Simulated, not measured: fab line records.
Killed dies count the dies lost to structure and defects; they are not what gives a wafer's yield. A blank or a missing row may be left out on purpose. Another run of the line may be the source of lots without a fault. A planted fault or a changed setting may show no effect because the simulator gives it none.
Matching of chambers + flow n5 finfet + N5_BEOL_M11_ETCH_65 on rie diel-02 has 4 sister chambers
The step etches SiARC in CF4, target depth 39 nm, time 65 s. 7 wafers are shown with their chamber, then 9 later ones without.

== WAFERS WITH THEIR CHAMBER ==
| wafer  | chamber | drypump motor current A (A) | showerhead plenum p Torr (Torr) |
|--------|---------|-----------------------------|---------------------------------|
| L083.1 | 1       | 6.5                         | 2.12                            |
| L083.5 | 1       | 6.5                         | 2.11                            |
| L084.4 | 2       | 5.4                         | 2.21                            |
| L084.5 | 2       | 5.4                         | 2.21                            |
| L093.2 | 3       | 5.1                         | 2.11                            |
| L093.3 | 0       | 5.6                         | 2.05                            |
| L093.6 | 0       | 5.5                         | 2.05                            |

== WAFERS WITHOUT THEIR CHAMBER ==
| wafer  | drypump motor current A (A) | showerhead plenum p Torr (Torr) |
|--------|-----------------------------|---------------------------------|
| L097.2 | 5.1                         | 2.11                            |
| L097.3 | 5.4                         | 2.20                            |
| L097.5 | 5.1                         | 2.11                            |
| L094.1 | 5.5                         | 2.05                            |
| L094.4 | 5.1                         | 2.11                            |
| L094.5 | 5.6                         | 2.05                            |
| L095.1 | 5.4                         | 2.20                            |
| L095.3 | 5.1                         | 2.10                            |
| L095.5 | 5.5                         | 2.05                            |

== WHICH CHAMBER EACH ONE RAN IN ==
| wafer  | from the rows above | in truth |
|--------|---------------------|----------|
| L097.2 | 3                   | 3        |
| L097.3 | 2                   | 2        |
| L097.5 | 3                   | 3        |
| L094.1 | 0                   | 0        |
| L094.4 | 3                   | 3        |
| L094.5 | 0                   | 0        |
| L095.1 | 2                   | 2        |
| L095.3 | 3                   | 3        |
| L095.5 | 0                   | 0        |
Correct placement for 9 of the 9. Number that these rows cannot place: 0. Wrongly placed: 0.
How it was worked out, from the rows above alone: a wafer's distance from a chamber is the root of the sum, over the readings, of the square of ((its reading less the chamber's mean) divided by the reading's scatter). The wafer belongs to the nearest chamber; if the next one is less than 2 further off, it can't be placed. The mean given for a chamber averages the wafers shown for that chamber. How the scatter is found: for the shown wafers, subtract from each reading the mean of its chamber, square and add these, divide the total by (wafers less chambers), then take the root.
